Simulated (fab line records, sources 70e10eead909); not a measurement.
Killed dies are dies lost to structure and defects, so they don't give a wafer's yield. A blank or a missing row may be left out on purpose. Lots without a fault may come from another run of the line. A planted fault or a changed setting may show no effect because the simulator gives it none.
fab line records | flow nand_harc
record lots=15 wafers=45 last_day=24
route steps=1159 shown P_ZERO_WELL@61 P_STI@89 P_GATE@130
lots that met no fault: from a run of the same line without faults
start_h: hours from the record's first day to the start of the lot's first wafer shown | wait_h: hours since the lot's step before | " the same as in the row above | L1.1+2: a row that stands for several wafers | - no value, or no start given | * or withheld: withheld | < > ~ a bound
route shown NAME@n: a module of which the file shows steps, and the number in the route of the first | usual: mean/standard deviation of fault-free wafers | same: alike in all rows | chamber/n: place in a boat | sites: the reading at each site | _std_site: their standard deviation | _edge_site: outer sites' mean less inner sites' | radius_mm: how far each site lies from the wafer's centre | mask NAME#n: copy n | behind: the tool/chamber that last shaped the wafer | hold: why the lot was held/for how many hours/how that ended | device: the transistor (n, p or np) that didn't switch | end of line: the same wafers' tests at the end of the route | a step without rows: its recipe alone | killed: dies lost to structure and defects at the first sort, not the wafer's yield | map: a wafer's dies, x killed, . not, _ none there
set.NAME: the setting as run; set.NAME@STEP: as run at that earlier step | model.NAME: the simulator's own value behind a step, which no gauge read
steps of the route over a sample of lots; a table a step, a row a wafer
services: from which hour (start_h, from the record's first day; less than 0 if before it) a tool's chamber was out of use, for how many hours, and why
## steps
# step NHARC_P_ZERO_WELL_DESCUM_54
# recipe time_s=3 o2_flow_sccm=200 ar_flow_sccm=0 bias_power_w=0 chemistry=O2
# usual drypump_motor_current_A=5.9/0.47 oes_product_au=0.999/0.013 rf_vpp_V=57.9/0.89 showerhead_plenum_p_Torr=1.94/0.088 throttle_valve_pct=11.310/0.0087
# same time_s=3
# columns lot.wafer tool chamber start_h wait_h drypump_motor_current_A oes_product_au rf_hours_counter_h rf_vpp_V showerhead_plenum_p_Torr throttle_valve_pct
L876.2 rie_diel-13 2 17.93 - 5.5 0.983 6 57.3 2.05 11.306
L876.1 " 0 " " 5.4 0.992 6 59.0 1.96 11.313
L876.5 " 2 " " 5.4 0.982 - 57.7 2.05 11.319
L877.2 rie_diel-07 2 23.89 - 5.3 1.024 6 58.1 1.98 11.316
L877.3 " 1 " " 6.7 1.008 6 57.9 1.91 11.310
L877.5 " 2 " " 5.3 1.026 - 57.0 1.98 11.291
L879.3 rie_diel-10 3 35.79 - 6.6 0.994 2 57.0 1.88 11.304
L879.4 " 1 " " 5.2 1.009 2 57.8 1.97 11.306
L879.6 " 0 " " 6.0 0.994 - 57.5 1.82 11.297
L881.2 rie_diel-10 1 47.72 - 5.3 1.017 2 58.4 1.97 11.309
L881.3 " 2 " " 5.9 1.008 2 58.7 2.05 11.314
L881.6 " 2 " " 5.9 0.999 - 58.5 2.05 11.327
L883.1 rie_diel-13 0 59.94 - 5.4 0.985 9 58.9 1.96 11.309
L883.2 " 1 " " 6.3 1.007 9 58.4 2.05 11.320
L883.4 " 3 " " 6.1 1.009 8 57.0 1.81 11.313
L886.1 rie_diel-07 2 78.04 - 5.3 1.006 2 57.2 1.98 11.314
L886.2 " 3 " " 6.2 0.989 2 56.4 1.92 11.304
L886.6 " 1 " " 6.6 0.968 - 58.4 1.90 11.313
L891.1 rie_diel-07 2 107.73 - 5.3 1.015 4 58.7 1.98 11.303
L891.2 " 3 " " 6.2 1.006 4 58.5 1.92 11.300
L891.5 " 1 " " 6.7 0.979 - 58.0 1.90 11.295
L892.3 rie_diel-13 0 113.83 - 5.4 0.992 0 58.6 1.96 11.316
L892.1 " 1 " " 6.3 1.007 0 58.7 2.05 11.315
L892.6 " 3 " " 6.1 0.993 - 57.8 1.81 11.305
L893.1 rie_diel-07 1 120.03 - 6.7 0.983 4 57.9 1.90 11.292
L893.4 " 2 " " 5.3 1.015 5 57.2 1.98 11.313
L893.6 " 2 " " 5.3 1.010 - 58.9 1.98 11.310
L894.4 rie_diel-13 0 126.09 - 5.4 0.991 1 57.3 1.96 11.299
L894.1 " 1 " " 6.3 1.004 1 57.5 2.05 11.309
L894.3 " 2 " " 5.5 0.983 1 58.6 2.05 11.309
L895.2 rie_diel-10 0 132.07 - 6.0 1.003 10 57.9 1.82 11.309
L895.1 " 2 " " 5.9 1.006 11 59.9 2.05 11.310
L895.6 " 0 " " 6.0 0.996 - 58.0 1.82 11.320
L896.4 rie_diel-10 2 137.82 - 5.9 1.007 11 58.1 2.05 11.314
L896.1 " 3 " " 6.6 1.002 11 56.0 1.88 11.309
L896.6 " 0 " " 6.0 0.988 - 57.2 1.82 11.312
L897.1 rie_diel-13 3 144.01 - 6.1 0.989 2 57.3 1.81 11.318
L897.3 " 1 " " 6.3 0.988 2 57.2 2.05 11.307
L897.6 " 2 " " 5.4 0.977 - 59.8 2.05 11.301
L898.2 rie_diel-07 2 150.00 - 5.3 1.009 6 59.3 1.98 11.316
L898.4 " 3 " " 6.2 0.993 6 57.9 1.92 11.308
L898.5 " 3 " " 6.1 0.990 - 57.6 1.92 11.302
L899.4 rie_diel-07 3 155.80 - 6.1 1.012 6 59.1 1.92 11.334
L899.2 " 0 " " 6.2 1.025 5 57.0 1.80 11.315
L899.6 " 3 " " 6.1 0.996 - 58.2 1.92 11.309
# step NHARC_P_STI_ETCH_31
# recipe target_depth_a=1089 time_s=54.5 cf4_flow_sccm=100 chf3_flow_sccm=30 ar_flow_sccm=0 rf_w=500 bias_w=200 chemistry=CF4/CHF3
# usual bias_w=200.0/0.57 drypump_motor_current_A=5.8/0.46 oes_product_au=0.959/0.02 rf_vpp_V=370.4/2.3 showerhead_plenum_p_Torr=1.57/0.068 throttle_valve_pct=16.802/0.0083
# same time_s=54.5
# columns lot.wafer tool chamber start_h wait_h bias_w drypump_motor_current_A oes_product_au rf_hours_counter_h rf_vpp_V showerhead_plenum_p_Torr throttle_valve_pct
L876.2 rie_diel-09 0 - - 200.6 5.3 0.948 2 369.7 1.58 16.813
L876.1 " 1 " " 200.1 5.0 0.919 3 374.9 1.69 16.810
L876.5 " 1 " " 200.3 5.0 0.926 - 373.2 1.69 16.801
L877.3 rie_diel-04 1 - - 200.0 6.1 0.914 7 368.6 1.52 16.801
L877.2 " 2 " " 199.7 5.1 0.926 6 371.8 1.61 16.804
L877.5 " 0 " " 200.2 6.0 0.923 - 368.0 1.49 16.816
L879.3 rie_diel-09 2 - - 199.8 5.9 0.980 3 374.0 1.68 16.805
L879.4 " 3 " " 200.1 6.0 0.957 3 368.7 1.53 16.806
L879.6 " 2 " " 200.0 5.9 0.985 - 375.2 1.68 16.791
L881.2 rie_diel-01 0 - - 200.0 6.0 0.978 3 373.3 1.68 16.817
L881.3 " 1 " " 199.5 5.4 0.957 3 370.9 1.60 16.789
L881.6 " 3 " " 199.9 6.2 0.960 - 367.6 1.49 16.798
L883.1 rie_diel-04 1 - - 200.3 6.1 0.963 9 369.0 1.52 16.797
L883.4 " 2 " " 199.9 5.2 0.974 8 371.3 1.61 16.798
L883.2 " 3 " " 200.5 6.4 1.006 9 369.8 1.54 16.811
L886.1 rie_diel-04 2 - - 200.4 5.1 0.964 9 372.2 1.61 16.797
L886.2 " 0 " " 199.3 6.0 0.979 10 366.2 1.49 16.811
L886.6 " 3 " " 199.8 6.4 0.971 - 370.5 1.53 16.797
L891.2 rie_diel-09 3 - - 200.1 6.0 0.970 1 368.5 1.53 16.811
L891.1 " 2 " " 200.2 5.9 0.985 1 372.9 1.67 16.807
L891.5 " 0 " " 201.2 5.3 0.965 - 372.1 1.58 16.790
L892.3 rie_diel-01 3 - - 199.7 6.2 0.955 6 367.6 1.49 16.790
L892.1 " 0 " " 200.5 6.0 0.970 6 375.3 1.68 16.789
L892.6 " 2 " " 199.5 5.4 0.989 - 370.0 1.54 16.785
L893.1 rie_diel-04 3 - - 199.6 6.4 0.975 1 368.5 1.53 16.816
L893.4 " 1 " " 201.6 6.1 0.957 1 369.2 1.52 16.814
L893.6 " 3 " " 199.9 6.4 0.976 - 370.9 1.53 16.806
L894.1 rie_diel-04 0 - - 201.0 6.0 0.965 2 367.7 1.49 16.792
L894.4 " 2 " " 199.1 5.2 0.996 1 372.4 1.61 16.800
L894.3 " 3 " " 199.5 6.4 0.971 2 368.3 1.53 16.791
L895.2 rie_diel-04 3 - - 199.7 6.4 0.939 2 368.4 1.53 16.801
L895.1 " 0 " " 199.3 6.0 0.983 2 367.5 1.49 16.800
L895.6 " 3 " " 199.5 6.4 0.954 - 369.8 1.53 16.805
L896.1 rie_diel-01 3 - - 199.4 6.2 0.973 0 368.3 1.49 16.809
L896.4 " 1 " " 199.4 5.4 0.971 0 371.9 1.60 16.810
L896.6 " 3 " " 199.8 6.2 0.956 - 367.8 1.49 16.808
L897.1 rie_diel-04 1 - - 199.9 6.1 0.959 2 369.2 1.52 16.798
L897.3 " 0 " " 199.7 6.0 0.968 3 367.9 1.49 16.798
L897.6 " 1 " " 199.3 6.1 0.954 - 369.9 1.52 16.800
L898.2 rie_diel-04 1 - - 199.8 6.1 0.921 3 368.5 1.52 16.819
L898.4 " 3 " " 199.8 6.4 0.910 3 369.3 1.53 16.805
L898.5 " 2 " " 200.2 5.1 0.934 - 372.3 1.61 16.813
L899.2 rie_diel-01 3 - - 200.4 6.2 0.941 1 367.2 1.49 16.800
L899.4 " 1 " " 200.4 5.4 0.931 1 370.7 1.60 16.786
L899.6 " 2 " " 200.4 5.4 0.917 - 369.1 1.54 16.802
# step NHARC_P_STI_CD_MEAS_16
# usual cd_nm=198/3.9
# columns lot.wafer tool chamber start_h wait_h cd_nm
L876.1 cd_sem-02 - 33.25 - 197
L876.2 " - " " 200
L876.5 " - " " 200
L877.2 cd_sem-01 - 42.74 - 203
L877.3 " - " " 194
L877.5 " - " " 198
L879.3 cd_sem-03 - 50.23 - 206
L879.4 " - " " 201
L879.6 " - " " 203
L881.2 cd_sem-01 - 66.79 - 199
L881.3 " - " " 195
L881.6 " - " " 194
L883.1 cd_sem-01 - 77.65 - 194
L883.2 " - " " 197
L883.4 " - " " 194
L886.1 cd_sem-01 - 93.47 - 200
L886.2 " - " " 196
L886.6 " - " " 196
L891.1 cd_sem-01 - 129.77 - 198
L891.2 " - " " 195
L891.5 " - " " 202
L892.1 cd_sem-03 - 129.92 - 192
L892.3 " - " " 198
L892.6 " - " " 197
L893.1 cd_sem-01 - 139.37 - 199
L893.4 " - " " 204
L893.6 " - " " 203
L894.1 cd_sem-03 - 144.87 - 204
L894.3 " - " " 196
L894.4 " - " " 200
L895.1 cd_sem-03 - 149.64 - 202
L895.2 " - " " 198
L895.6 " - " " 198
L896.1 cd_sem-03 - 155.56 - 201
L896.4 " - " " 199
L896.6 " - " " 193
L897.1 cd_sem-03 - 161.53 - 198
L897.3 " - " " 202
L897.6 " - " " 195
L898.2 cd_sem-03 - 170.27 - 196
L898.4 " - " " 195
L898.5 " - " " 198
L899.2 cd_sem-02 - 173.87 - 194
L899.4 " - " " 196
L899.6 " - " " 202
# step NHARC_P_GATE_CVD_17
# recipe target_thk_a=1500 temp_c=620 time_s=900 material=poly-Si
# usual zone_power_bottom_pct=14.0/1.6
# same time_s=900
# columns lot.wafer tool chamber start_h wait_h zone_power_bottom_pct
L876.1 lpcvd_poly-01 0 83.42 2.5 11.9
L876.2 " 0 " " 11.9
L876.5 " 0 " " 11.8
L877.2 lpcvd_poly-01 0 83.42 2.5 11.8
L877.3 " 0 " " 11.9
L877.5 " 0 " " 11.6
L879.3 lpcvd_poly-04 0 99.74 2.7 15.1
L879.4 " 0 " " 15.0
L879.6 " 0 " " 15.0
L881.2 lpcvd_poly-03 0 116.09 2.9 14.9
L881.3 " 0 " " 15.1
L881.6 " 0 " " 14.7
L881.2 lpcvd_poly-03 0 118.87 0.5 14.7
L881.3 " 0 " " 14.9
L881.6 " 0 " " 15.1
L883.1 lpcvd_poly-04 0 120.22 2.7 15.3
L883.2 " 0 " " 15.2
L883.4 " 0 " " 15.0
L883.1 lpcvd_poly-04 0 125.23 2.8 15.0
L883.2 " 0 " " 15.2
L883.4 " 0 " " 15.1
L886.1 lpcvd_poly-01 0 136.15 2.5 12.0
L886.2 " 0 " " 11.7
L886.6 " 0 " " 11.8
L886.1 lpcvd_poly-01 0 138.93 0.5 11.9
L886.2 " 0 " " 11.9
L886.6 " 0 " " 11.9
L891.1 lpcvd_poly-04 0 175.67 2.7 15.1
L891.2 " 0 " " 14.9
L891.5 " 0 " " 14.7
L892.1 lpcvd_poly-04 0 175.67 2.7 15.0
L892.3 " 0 " " 15.2
L892.6 " 0 " " 15.1
L893.1 lpcvd_poly-01 0 188.29 2.5 11.8
L893.4 " 0 " " 11.9
L893.6 " 0 " " 11.5
L894.1 lpcvd_poly-04 0 193.56 2.7 15.1
L894.3 " 0 " " 15.3
L894.4 " 0 " " 15.0
L895.1 lpcvd_poly-04 0 193.56 2.7 15.0
L895.2 " 0 " " 15.0
L895.6 " 0 " " 15.1
L896.1 lpcvd_poly-04 0 205.71 2.7 15.0
L896.4 " 0 " " 15.3
L896.6 " 0 " " 14.7
L897.1 lpcvd_poly-04 0 205.71 2.7 14.7
L897.3 " 0 " " 14.9
L897.6 " 0 " " 15.4
L898.2 lpcvd_poly-01 0 215.39 2.5 11.8
L898.4 " 0 " " 11.9
L898.5 " 0 " " 11.7
L899.2 lpcvd_poly-01 0 215.39 2.5 11.7
L899.4 " 0 " " 11.8
L899.6 " 0 " " 11.8
## services
# columns tool chamber start_h hours kind
rie_diel-10 - -0.50 9.0 pm
rie_diel-13 3 27.81 4.5 repair
rie_diel-07 - 28.36 0.6 repair
lpcvd_poly-04 - 43.71 26.8 repair
rie_diel-07 - 51.20 9.0 pm
rie_diel-04 2 59.32 3.2 repair
rie_diel-01 - 71.26 0.3 repair
rie_diel-10 3 79.55 9.1 repair
rie_diel-01 1 81.11 5.1 repair
rie_diel-07 - 85.47 0.1 repair
rie_diel-07 1 97.41 5.3 repair
rie_diel-13 - 99.00 9.0 pm
rie_diel-07 0 101.55 6.7 repair
rie_diel-10 0 104.16 1.7 repair
lpcvd_poly-01 - 109.11 26.0 pm
rie_diel-04 - 111.90 9.0 pm
rie_diel-07 0 121.08 6.4 repair
rie_diel-01 - 137.80 9.0 pm
rie_diel-10 1 139.59 3.5 repair
rie_diel-07 0 141.76 7.9 repair
rie_diel-13 - 158.91 3.6 repair
rie_diel-10 1 160.92 7.2 repair
rie_diel-07 3 166.19 1.4 repair
rie_diel-07 0 205.01 4.2 repair
## key
first_sign step=NHARC_P_GATE_CVD_17 reading=visit direction=added
effect none on later readings
met_at NHARC_P_GATE_CVD_17
struck_lots L881,L883,L886
rows_end L883.4,L886.2
sort_left_out L881.2,L881.3,L881.6,L883.1,L883.2,L886.1,L886.6
tester_left_out L881,L883,L886
not_acting_at NHARC_P_ZERO_WELL_DESCUM_54,NHARC_P_STI_ETCH_31,NHARC_P_STI_CD_MEAS_16
fault kind=repeated_step_whole tool=lpcvd_poly-01,lpcvd_poly-03,lpcvd_poly-04 chamber=- onset_h=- steps=NHARC_P_GATE_CVD_17 times=1 scope=struck_lots_only
# tester_left_out: of these lots the tester's yield and bins aren't shown, on N5 and GAA mostly nor the transistor test; their killed dies are dies lost to structure and defects alone, not to doping, threshold or leakage, so they don't give the yield
# sort_left_out: the simulated sort isn't trusted on such a fault, so these wafers' sort isn't shown, and their yield isn't known
# rows_end: these wafers met a further fault down the route, and their rows from its step on are left out
